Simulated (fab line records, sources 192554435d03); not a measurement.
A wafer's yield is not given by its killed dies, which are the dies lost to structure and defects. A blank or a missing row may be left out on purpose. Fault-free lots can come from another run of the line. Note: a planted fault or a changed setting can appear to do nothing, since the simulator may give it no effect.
Chamber matching	flow n5 finfet	cmp-02 running N5_BEOL_M5_CMP_52: 4 sister chambers
The step polishes, stops on SiCOH lowk, t overpolish 6.9 s, target thk 62 nm. 16 wafers are shown with their chamber, then 8 later ones without.

WAFERS PAIRED WITH THEIR CHAMBERS
wafer	chamber	motor current A (A)	time to endpoint s (s)	barrier field endpoint s (s)
L075.2	2	6.0	61.8	24.7
L075.3	1	5.6	60.5	23.8
L075.5	3	6.4	62.7	25.1
L077.1	1	5.4	60.4	23.8
L077.2	2	5.8	66.2	25.4
L077.6	1	5.4	61.9	25.4
L078.1	0	5.4	60.4	23.9
L078.3	1	5.7	61.8	24.4
L078.4	3	6.6	63.1	24.1
L085.1	1	5.7	62.2	23.3
L085.3	0	5.3	62.4	24.7
L085.6	1	5.4	61.5	24.3
L086.1	1	5.3	61.5	24.5
L086.3	0	5.5	60.8	24.0
L086.5	0	5.2	62.6	24.8
L091.1	1	5.4	58.0	24.5

SIGNATURES, as means of the wafers listed above
reading	chamber 0	chamber 1	chamber 2	chamber 3	scatter within a chamber
motor current A	5.350	5.487	5.900	6.500	0.147
time to endpoint s	61.550	60.975	64.000	62.900	1.49
barrier field endpoint s	24.350	24.250	25.050	24.600	0.59
Rule: for a wafer and a chamber, the distance is found by dividing, reading by reading, the gap between the wafer's reading and the chamber's mean by the reading's scatter, squaring, summing and taking the root. If the next closest chamber is less than 2 further off than the closest, the wafer can't be placed; otherwise it belongs to the closest. How the scatter is found: for the shown wafers, subtract from each reading the mean of its chamber, square and add these, divide the total by (wafers less chambers), then take the root.

WAFERS MISSING THEIR CHAMBER
wafer	motor current A (A)	time to endpoint s (s)	barrier field endpoint s (s)
L091.4	6.2	61.1	25.1
L091.6	5.5	59.5	24.4
L090.1	6.0	62.9	24.4
L090.3	5.5	60.8	23.6
L090.5	5.6	61.4	24.0
L093.1	5.8	63.3	24.4
L093.3	6.8	61.6	24.5
L093.5	5.9	60.3	24.3

CHAMBER TAKEN BY EACH
wafer	from the rows above	in truth
L091.4	can't be placed: 3 or 2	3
L091.6	can't be placed: 1 or 0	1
L090.1	can't be placed: 2 or 3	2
L090.3	can't be placed: 1 or 0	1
L090.5	can't be placed: 1 or 0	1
L093.1	can't be placed: 2 or 1 or 0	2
L093.3	3	3
L093.5	can't be placed: 2 or 1 or 0 or 3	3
Correctly placed: 1 of 8. From these rows, 7 cannot be placed; in 7 the true chamber is one of the candidates. Wrongly placed: 0.
